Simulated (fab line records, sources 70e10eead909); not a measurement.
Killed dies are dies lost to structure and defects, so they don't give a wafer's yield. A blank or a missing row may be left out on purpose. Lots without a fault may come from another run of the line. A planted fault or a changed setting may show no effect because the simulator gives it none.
A struck lot beside a sound one | flow nand_harc | 14 steps out of a route of 1159
Sound: wafers L787.1, L787.3, L787.4. Struck: wafers L789.3, L789.4, L789.5. The cause comes at the end.
At each step with rows: each side's tool, then ch and its chambers, then its first start. Under that, the readings that differ: sound wafers | struck wafers | difference of the means | sigmas: that difference in standard deviations of wafers without a fault.
alike: readings whose means differ by less than 2 such deviations, and words and numbers that are the same on both sides. not compared: withheld readings, readings that some wafer has no value for, bounds like >300 that may hide the same value, and numbers for which the record gives no deviation and whose values overlap.
The two part at a step that has a row with sigmas, a row that says differs or no value, or rows on one side only. Numbers that don't overlap but have no deviation are shown without sigmas and don't part them. A reading that every wafer of one side lacks parts them only if that side has two wafers or more.

NHARC_A_BLC_DESCUM_15: chemistry O2, time 3 s.
  sound on rie_diel-10 ch 0,1,3, day 17 16:40; struck on rie_diel-13 ch 0,1,2, day 18 17:28
  alike: chamber_pressure_mTorr, drypump_motor_current_A, oes_product_au, rf_vpp_V, showerhead_plenum_p_Torr, throttle_valve_pct
  not compared: rf_hours_counter_h
then, 3 steps without rows for these wafers: NHARC_A_BLC_ETCH_16 (etches the open film in CF4, target depth 39 nm, time 65 s); NHARC_A_BLC_ETCH_17 (etches the open film in N2/H2, target depth 390 nm, time 609.38 s); NHARC_A_BLC_ETCH_18 (etches the open film in C4F8/O2/Ar, target depth 910 nm).
NHARC_A_BLC_CD_MEAS_19:
  sound on cd_sem-01, day 17 17:38; struck on cd_sem-01, day 18 18:37
  alike: cd_nm
NHARC_A_BLC_STRIP_29: strips in CF4.
  sound on rie_diel-13 ch 0,1, day 17 17:43; struck on rie_diel-13 ch 1,2, day 18 18:41
  alike: cf4_flow_sccm, chamber_pressure_mTorr, drypump_motor_current_A, oes_product_au, rf_vpp_V, showerhead_plenum_p_Torr, throttle_valve_pct
  not compared: rf_hours_counter_h
NHARC_A_BLC_STRIP_21: strips in O2.
  sound on rie_diel-13 ch 0,1,2, day 17 17:51; struck on rie_diel-13 ch 1,2, day 18 18:49
  reading                | sound                | struck               | difference | sigmas
  throttle_valve_pct (%) | 17.050 17.046 17.056 | 17.041 17.014 17.043 | -0.018     | -2
  alike: chamber_pressure_mTorr, drypump_motor_current_A, oes_product_au, rf_vpp_V, showerhead_plenum_p_Torr
  not compared: rf_hours_counter_h
then, 1 step without rows for these wafers: NHARC_A_BLC_STRIP_22 (strips in post etch residue remover, time 600 s).
NHARC_A_BLC_DEGAS_30: time 60 s.
  sound on pvd_sputter-03, day 17 18:17; struck on pvd_sputter-01, day 18 19:15
  alike: heater_power_w
then, 2 steps without rows for these wafers: NHARC_A_BLC_PRE_CLEAN_31 (time 15 s); NHARC_A_BLC_PVD_32 (deposits Ti, target thk 5 nm, time 17.7 s).
NHARC_A_BLC_ALD_23: deposits TiN, target thk 3 nm, pulse time 1 s, ald cycles 150.
  sound on ald_metal-04 ch 1,2,3, day 17 18:32; struck on ald_metal-04 ch 0,3, day 18 19:31
  reading                    | sound             | struck            | difference | sigmas
  precursor_pulse_height_rel | 0.991 0.992 0.977 | 1.030 0.995 1.044 | +0.036     | +2
  alike: heater_power_outer_w, heater_power_w
  not compared: since_wet_clean_h
NHARC_A_BLC_CVD_24: deposits W, target thk 150 nm, time 434 s.
  sound on cvd_w-02 ch 0,1, day 17 18:49; struck on cvd_w-02 ch 0,1, day 19 07:02
  alike: heater_power_outer_w, heater_power_w, throttle_valve_pct
  not compared: since_wet_clean_h
NHARC_A_BLC_CMP_25: polishes, t overpolish 30 s, target thk 150 nm.
  sound on cmp-01 ch 1,2,3, day 17 19:16; struck on cmp-01 ch 1,2, day 19 07:28
  reading                | sound          | struck         | difference | sigmas
  time_to_endpoint_s (s) | 27.7 26.5 29.1 | 63.5 59.3 58.2 | +32.6      | +16
  alike: motor_current_A, overpolish_run_s

WHERE THEY PART
First at NHARC_A_BLC_STRIP_21; last, within this record, at NHARC_A_BLC_CMP_25.

WHY: what the simulator had put in
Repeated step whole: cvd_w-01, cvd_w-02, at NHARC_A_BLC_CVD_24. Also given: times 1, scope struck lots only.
